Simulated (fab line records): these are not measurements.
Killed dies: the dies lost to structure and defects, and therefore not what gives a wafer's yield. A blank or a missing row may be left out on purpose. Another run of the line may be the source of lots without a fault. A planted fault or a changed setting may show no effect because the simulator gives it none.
Matching of chambers	flow n5_finfet	rie_diel-06 running N5_BEOL_M4_ETCH_69: 4 sister chambers
The step etches SiARC in CF4, target depth 15.6 nm, time 26 s. 4 wafers are shown with their chamber, then 12 later ones without.

== WAFERS WITH THEIR CHAMBER ==
wafer	chamber	showerhead_plenum_p_Torr (Torr)
L080.1	0	2.23
L080.4	3	2.13
L084.3	2	2.20
L084.5	1	2.26

== WAFERS WITH NO CHAMBER GIVEN ==
wafer	showerhead_plenum_p_Torr (Torr)
L088.2	2.22
L088.3	2.19
L088.5	2.12
L092.2	2.26
L092.4	2.22
L092.6	2.19
L093.2	2.22
L093.5	2.22
L093.6	2.26
L094.1	2.26
L094.4	2.22
L094.6	2.12

== EACH ONE'S CHAMBER ==
wafer	from the rows above	in truth
L088.2	can't be placed: 0 or 2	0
L088.3	2	2
L088.5	3	3
L092.2	1	1
L092.4	can't be placed: 0 or 2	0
L092.6	2	2
L093.2	can't be placed: 0 or 2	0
L093.5	can't be placed: 0 or 2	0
L093.6	1	1
L094.1	1	1
L094.4	can't be placed: 0 or 2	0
L094.6	3	3
Placed correctly: 7 of 12. These rows do not allow placing 5 (true chamber among the candidates in 5). Placed wrongly: 0.
How it was worked out, from the rows above alone: a wafer's distance from a chamber is the root of the sum, over the readings, of the square of ((its reading less the chamber's mean) divided by the reading's scatter). The wafer belongs to the nearest chamber; if the next one is less than 2 further off, it can't be placed. For every chamber, the mean is computed from those of its wafers that are shown. The scatter: root of mean squared gap, hidden wafer to nearest shown wafer, with one shown wafer a chamber.
